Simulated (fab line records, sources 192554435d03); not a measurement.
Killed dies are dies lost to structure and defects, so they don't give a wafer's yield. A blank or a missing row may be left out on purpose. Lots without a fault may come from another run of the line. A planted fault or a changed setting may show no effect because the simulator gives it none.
Which tool did it? | flow n5_finfet | 9 lots, 27 wafers sampled, at 5 steps of a route of 1938

WHAT THE GAUGES READ, wafer by wafer
The record holds no reading of a measuring or inspecting step that can be judged against a usual standard deviation.

WHICH TOOL RAN EACH LOT (tool, then ch and the chambers of the sampled wafers, then the start)
lot  | N5_BEOL_M9_ETCH_76                 | N5_BEOL_M9_ETCH_65                 | N5_BEOL_M9_STRIP_36                | N5_BEOL_M9_TRENCH_ETCH_37                   | N5_PASSIVATION_PROBE_49
L406 | rie_diel-02 ch 2,3, day 10 20:01   | rie_diel-02 ch 2,3, day 10 20:02   | rie_diel-02 ch 2,3, day 10 20:13   | rie_diel-02 ch 2,3, no start                | -
L415 | rie_diel-02 ch 1,2, day 15 01:59   | rie_diel-02 ch 1,2, day 15 02:01   | rie_diel-02 ch 1,2, day 15 02:12   | rie_diel-02 ch 1,2, day 17 13:26 or earlier | prober-01, day 17 13:26
L417 | rie_diel-03 ch 1,3, day 15 10:44   | rie_diel-03 ch 1,3, day 15 10:46   | rie_diel-03 ch 1,3, day 15 10:57   | rie_diel-03 ch 1,3, day 17 20:28 or earlier | prober-02, day 17 20:28
L418 | rie_diel-02 ch 1,2,3, day 15 10:49 | rie_diel-02 ch 1,2,3, day 15 10:50 | rie_diel-02 ch 1,2,3, day 15 11:02 | rie_diel-02 ch 1,2,3, no start              | -
L420 | rie_diel-02 ch 2,3, day 15 13:36   | rie_diel-02 ch 2,3, day 15 13:37   | rie_diel-02 ch 2,3, day 15 13:49   | rie_diel-02 ch 2,3, no start                | -
L422 | rie_diel-03 ch 1,2,3, day 16 07:03 | rie_diel-03 ch 1,2,3, day 16 07:04 | rie_diel-03 ch 1,2,3, day 16 07:16 | rie_diel-03 ch 1,2,3, no start              | -
L425 | rie_diel-03 ch 1,2, day 16 10:22   | rie_diel-03 ch 1,2, day 16 10:22   | rie_diel-03 ch 1,2, day 16 10:34   | rie_diel-03 ch 1,2, day 18 16:26 or earlier | prober-02, day 18 16:26
L424 | rie_diel-02 ch 1,2, day 16 13:50   | rie_diel-02 ch 1,2, day 16 13:52   | rie_diel-02 ch 1,2, day 16 14:03   | rie_diel-02 ch 1,2, no start                | -
L428 | rie_diel-03 ch 0,1,3, day 18 00:37 | rie_diel-03 ch 0,1,3, day 18 00:37 | rie_diel-03 ch 0,1,3, day 18 00:49 | rie_diel-03 ch 0,1,3, no start              | -
- N5_BEOL_M9_ETCH_76: etches underlayer in N2/H2, target depth 6.5 nm, time 5.2 s.
- N5_BEOL_M9_ETCH_65: etches SiARC in CF4, target depth 15.6 nm, time 26 s.
- N5_BEOL_M9_STRIP_36: strips in N2/H2.
- N5_BEOL_M9_TRENCH_ETCH_37: etches SiCOH lowk in C4F6/O2, target depth 151.43 nm, time 49 s.
- N5_PASSIVATION_PROBE_49

WHAT THE TOOLS THEMSELVES READ (means of the sampled wafers that have a number; where no wafer has one, the mark that the record gives instead)
N5_BEOL_M9_ETCH_76. Usual: chamber_pressure_mTorr 30.00 mTorr, standard deviation 0.038; drypump_motor_current_A 5.6 A, standard deviation 0.46; etch_rf_on_time_s 5.17 s, standard deviation 0.14; oes_product_au 0.70 a.u., standard deviation 0.089; rf_vpp_V 524.5 V, standard deviation 2.7; showerhead_plenum_p_Torr 2.55 Torr, standard deviation 0.089; throttle_valve_pct 17.61 %, standard deviation 0.2.
lot  | tool        | chamber_pressure_mTorr (mTorr) | drypump_motor_current_A (A) | etch_rf_on_time_s (s) | oes_product_au (a.u.) | rf_vpp_V (V) | showerhead_plenum_p_Torr (Torr) | throttle_valve_pct (%) | flag
L406 | rie_diel-02 | 30.00                          | 5.7                         | 5.29                  | 0.60                  | 525.5        | 2.55                            | 17.75                  |
L415 | rie_diel-02 | 30.03                          | 6.1                         | 5.36                  | 0.60                  | 523.2        | 2.48                            | 17.89                  |
L417 | rie_diel-03 | 29.99                          | 5.6                         | 5.08                  | 0.69                  | 524.3        | 2.54                            | 17.64                  |
L418 | rie_diel-02 | 30.00                          | 6.0                         | 5.41                  | 0.60                  | 522.1        | 2.47                            | 17.84                  |
L420 | rie_diel-02 | 29.97                          | 5.9                         | 5.40                  | 0.59                  | 521.8        | 2.46                            | 17.78                  |
L422 | rie_diel-03 | 30.01                          | 5.7                         | 5.16                  | 0.71                  | 524.5        | 2.54                            | 17.55                  |
L425 | rie_diel-03 | 29.99                          | 5.9                         | 5.23                  | 0.74                  | 523.6        | 2.55                            | 17.46                  |
L424 | rie_diel-02 | 29.99                          | 5.9                         | 5.36                  | 0.59                  | 522.8        | 2.54                            | 17.89                  |
L428 | rie_diel-03 | 30.01                          | 5.6                         | 5.07                  | 0.73                  | 523.7        | 2.54                            | 17.51                  |

N5_BEOL_M9_ETCH_65. Usual: cf4_flow_sccm 99.99 sccm, standard deviation 0.29; chamber_pressure_mTorr 40.00 mTorr, standard deviation 0.035; drypump_motor_current_A 5.6 A, standard deviation 0.46; etch_rf_on_time_s 26.0 s, standard deviation 0.67; oes_product_au 0.70 a.u., standard deviation 0.09; rf_vpp_V 184.2 V, standard deviation 1.2; showerhead_plenum_p_Torr 2.16 Torr, standard deviation 0.065; throttle_valve_pct 15.43 %, standard deviation 0.26.
lot  | tool        | cf4_flow_sccm (sccm) | chamber_pressure_mTorr (mTorr) | drypump_motor_current_A (A) | etch_rf_on_time_s (s) | oes_product_au (a.u.) | rf_vpp_V (V) | showerhead_plenum_p_Torr (Torr) | throttle_valve_pct (%) | flag
L406 | rie_diel-02 | 99.92                | 40.01                          | 5.7                         | 27.1                  | 0.61                  | 184.2        | 2.15                            | 15.58                  |
L415 | rie_diel-02 | 99.80                | 40.01                          | 6.1                         | 27.1                  | 0.61                  | 182.7        | 2.10                            | 15.74                  |
L417 | rie_diel-03 | 100.29               | 39.99                          | 5.6                         | 25.7                  | 0.69                  | 183.5        | 2.14                            | 15.37                  |
L418 | rie_diel-02 | 77.30                | 40.00                          | 6.0                         | 28.0                  | 0.58                  | 183.6        | 1.94                            | 14.83                  | OFF
L420 | rie_diel-02 | 77.79                | 40.00                          | 5.9                         | 28.0                  | 0.57                  | 183.1        | 1.93                            | 14.83                  | OFF
L422 | rie_diel-03 | 99.94                | 39.99                          | 5.7                         | 25.8                  | 0.72                  | 184.8        | 2.14                            | 15.27                  |
L425 | rie_diel-03 | 99.77                | 40.01                          | 5.9                         | 26.3                  | 0.74                  | 183.8        | 2.14                            | 15.15                  |
L424 | rie_diel-02 | 77.39                | 40.05                          | 5.9                         | 27.9                  | 0.57                  | 183.6        | 1.97                            | 14.74                  | OFF
L428 | rie_diel-03 | 99.99                | 39.96                          | 5.6                         | 25.5                  | 0.73                  | 184.5        | 2.14                            | 15.33                  |

N5_BEOL_M9_STRIP_36. Usual: chamber_pressure_mTorr 20.00 mTorr, standard deviation 0.031; drypump_motor_current_A 5.6 A, standard deviation 0.45; oes_product_au 0.82 a.u., standard deviation 0.11; rf_vpp_V 59.1 V, standard deviation 1.4; showerhead_plenum_p_Torr 2.55 Torr, standard deviation 0.089; throttle_valve_pct 23.33 %, standard deviation 0.22.
lot  | tool        | chamber_pressure_mTorr (mTorr) | drypump_motor_current_A (A) | oes_product_au (a.u.) | rf_vpp_V (V) | showerhead_plenum_p_Torr (Torr) | throttle_valve_pct (%) | flag
L406 | rie_diel-02 | 19.99                          | 5.8                         | 0.72                  | 59.3         | 2.54                            | 23.42                  |
L415 | rie_diel-02 | 20.00                          | 6.1                         | 0.71                  | 58.3         | 2.48                            | 23.60                  |
L417 | rie_diel-03 | 19.98                          | 5.6                         | 0.81                  | 59.4         | 2.53                            | 23.47                  |
L418 | rie_diel-02 | 19.99                          | 6.0                         | 0.70                  | 57.9         | 2.47                            | 23.46                  |
L420 | rie_diel-02 | 20.00                          | 5.9                         | 0.69                  | 57.7         | 2.45                            | 23.37                  |
L422 | rie_diel-03 | 20.00                          | 5.7                         | 0.84                  | 58.4         | 2.54                            | 23.34                  |
L425 | rie_diel-03 | 20.03                          | 5.9                         | 0.88                  | 58.1         | 2.55                            | 23.24                  |
L424 | rie_diel-02 | 20.01                          | 5.9                         | 0.69                  | 58.6         | 2.54                            | 23.62                  |
L428 | rie_diel-03 | 20.00                          | 5.6                         | 0.85                  | 60.7         | 2.53                            | 23.28                  |

N5_BEOL_M9_TRENCH_ETCH_37. Usual: chamber_pressure_mTorr 30.001 mTorr, standard deviation 0.027; drypump_motor_current_A 5.6 A, standard deviation 0.46; oes_product_au 0.82 a.u., standard deviation 0.11; rf_vpp_V 674 V, standard deviation 8.6; showerhead_plenum_p_Torr 2.87 Torr, standard deviation 0.089; throttle_valve_pct 20.74 %, standard deviation 0.24.
lot  | tool        | chamber_pressure_mTorr (mTorr) | drypump_motor_current_A (A) | oes_product_au (a.u.) | rf_vpp_V (V) | showerhead_plenum_p_Torr (Torr) | throttle_valve_pct (%) | flag
L406 | rie_diel-02 | 30.019                         | 5.7                         | 0.72                  | 669          | 2.85                            | 20.76                  |
L415 | rie_diel-02 | 30.025                         | 6.2                         | 0.71                  | 671          | 2.79                            | 20.99                  |
L417 | rie_diel-03 | 29.994                         | 5.6                         | 0.81                  | 677          | 2.86                            | 20.78                  |
L418 | rie_diel-02 | 29.999                         | 6.0                         | 0.69                  | 669          | 2.78                            | 20.97                  |
L420 | rie_diel-02 | 29.986                         | 5.9                         | 0.68                  | 667          | 2.77                            | 20.94                  |
L422 | rie_diel-03 | 30.000                         | 5.7                         | 0.84                  | 675          | 2.85                            | 20.65                  |
L425 | rie_diel-03 | 30.004                         | 5.9                         | 0.87                  | 672          | 2.85                            | 20.48                  |
L424 | rie_diel-02 | 29.985                         | 5.9                         | 0.69                  | 672          | 2.84                            | 20.83                  |
L428 | rie_diel-03 | 29.998                         | 5.5                         | 0.85                  | 678          | 2.85                            | 20.67                  |

N5_PASSIVATION_PROBE_49. Usual: defect_limited_yield 91.3 %, standard deviation 1.4; killed_at_M0_to_M3 34, standard deviation 10; killed_at_M4_up 14, standard deviation 5.5; killed_at_contacts 12, standard deviation 6; killed_at_front_end 40, standard deviation 10; killed_at_other 3.0, standard deviation 2.4; killed_dies 103, standard deviation 17; killed_open 68, standard deviation 13; killed_short 34, standard deviation 7.8; sort_bin_5_function 5.1 %, standard deviation 0.97; sort_bin_6_memory 3.3 %, standard deviation 0.66; sort_n_pass 1077, standard deviation 17; sort_yield_pct 91.2 %, standard deviation 1.4.
lot  | tool      | defect_limited_yield (%) | killed_at_M0_to_M3 | killed_at_M4_up | killed_at_contacts | killed_at_front_end | killed_at_other | killed_dies | killed_open | killed_short | sort_bin_5_function (%) | sort_bin_6_memory (%) | sort_n_pass | sort_yield_pct (%) | flag
L415 | prober-01 | 91.9                     | 23                 | 15              | 6                  | 48                  | 4.0             | 95          | 60          | 34           | 4.8                     | 3.0                   | 1085        | 91.9               |
L417 | prober-02 | 92.1                     | 33                 | 12              | 10                 | 37                  | 1.0             | 93          | 64          | 28           | 4.6                     | 3.0                   | 1087        | 92.1               |
L425 | prober-02 | 89.4                     | 42                 | 21              | 10                 | 49                  | 1.7             | 124         | 90          | 33           | 6.1                     | 4.1                   | 1056        | 89.4               |

THE ANSWER, worked out from the rows above alone
Rule: a lot is off if the mean of its wafers that have a number lies more than 3 standard deviations from the usual mean. A lot without any number at a reading at which 4 lots or more have one is off too. The other lots that the step has rows for count as sound. The gauges are gone through in route order, then the tools' own readings, and for those a lot's mean is taken as printed above. The first step at which some lot is off is used, and at that step the reading that is off furthest; a lot without a number counts as furthest.
Off: L418, L420, L424, at N5_BEOL_M9_ETCH_65 (cf4_flow_sccm).
A tool fits if, at that step or a process step before it, it ran every lot that is off, and no sound lot after the first of them. One fits: rie_diel-02 at N5_BEOL_M9_ETCH_76 and N5_BEOL_M9_ETCH_65. At N5_BEOL_M9_ETCH_76 its last sound lot is L415 (day 15 01:59), its first lot that is off L418 (day 15 10:49): a fault that began between those two fits.

WHAT THE SIMULATOR HAD PUT IN
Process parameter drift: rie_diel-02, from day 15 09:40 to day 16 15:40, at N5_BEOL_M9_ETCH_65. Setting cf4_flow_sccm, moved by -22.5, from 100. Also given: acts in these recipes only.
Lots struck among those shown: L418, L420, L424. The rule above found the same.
